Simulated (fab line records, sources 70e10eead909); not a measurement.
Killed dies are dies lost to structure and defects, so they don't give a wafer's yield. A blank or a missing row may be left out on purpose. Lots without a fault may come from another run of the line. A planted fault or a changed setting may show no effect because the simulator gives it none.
Chamber matching | flow nand_harc | NHARC_P_ZERO_WELL_DESCUM_39 on rie_diel-03: 4 sister chambers
The step chemistry O2, time 3 s. 14 wafers are shown with their chamber, then 7 later ones without.

WAFERS WITH THEIR CHAMBER
wafer  | chamber | drypump_motor_current_A (A) | showerhead_plenum_p_Torr (Torr) | oes_product_au (a.u.)
L495.1 | 0       | 5.97                        | 1.93                            | 1.009
L495.3 | 3       | 5.76                        | 2.01                            | 1.017
L495.4 | 2       | 6.10                        | 1.81                            | 0.992
L496.2 | 3       | 5.76                        | 2.01                            | 1.008
L496.3 | 2       | 6.10                        | 1.81                            | 0.981
L496.4 | 0       | 5.97                        | 1.93                            | 1.008
L507.2 | 1       | 5.94                        | 2.06                            | 0.982
L507.3 | 0       | 5.96                        | 1.92                            | 1.007
L507.6 | 2       | 6.09                        | 1.80                            | 1.002
L509.3 | 2       | 6.11                        | 1.80                            | 1.015
L509.5 | 3       | 5.77                        | 1.99                            | 1.000
L509.6 | 2       | 6.10                        | 1.80                            | 1.017
L514.1 | 2       | 6.09                        | 1.79                            | 1.016
L514.3 | 3       | 5.77                        | 1.99                            | 0.990

SIGNATURES (means of the wafers above)
reading                  | chamber 0 | chamber 1 | chamber 2 | chamber 3 | scatter within a chamber
drypump_motor_current_A  | 5.9667    | 5.9400    | 6.0983    | 5.7650    | 0.00671
showerhead_plenum_p_Torr | 1.9267    | 2.0600    | 1.8017    | 2.0000    | 0.00866
oes_product_au           | 1.00800   | 0.98200   | 1.00383   | 1.00375   | 0.0123
Rule: a wafer's distance from a chamber is the root of the sum, over the readings, of the square of ((its reading less the chamber's mean) divided by the reading's scatter). The wafer belongs to the nearest chamber; if the next one is less than 2 further off, it can't be placed. The scatter: the root of (the sum of the squares of (reading less its chamber's mean) over the shown wafers, divided by (wafers less chambers)).

WAFERS WITHOUT THEIR CHAMBER
wafer  | drypump_motor_current_A (A) | showerhead_plenum_p_Torr (Torr) | oes_product_au (a.u.)
L514.4 | 5.97                        | 1.91                            | 1.017
L516.1 | 5.94                        | 2.05                            | 1.008
L516.3 | 6.10                        | 1.79                            | 1.008
L516.5 | 6.08                        | 1.79                            | 1.012
L517.2 | 5.99                        | 1.91                            | 1.012
L517.3 | 5.92                        | 2.05                            | 1.006
L517.4 | 5.76                        | 1.98                            | 0.988

WHICH CHAMBER EACH WENT THROUGH
wafer  | from the rows above | in truth
L514.4 | 0                   | 0
L516.1 | 1                   | 1
L516.3 | 2                   | 2
L516.5 | 2                   | 2
L517.2 | 0                   | 0
L517.3 | 1                   | 1
L517.4 | 3                   | 3
Placed correctly: 7 of 7. Can't be placed from these rows: 0. Placed wrongly: 0.
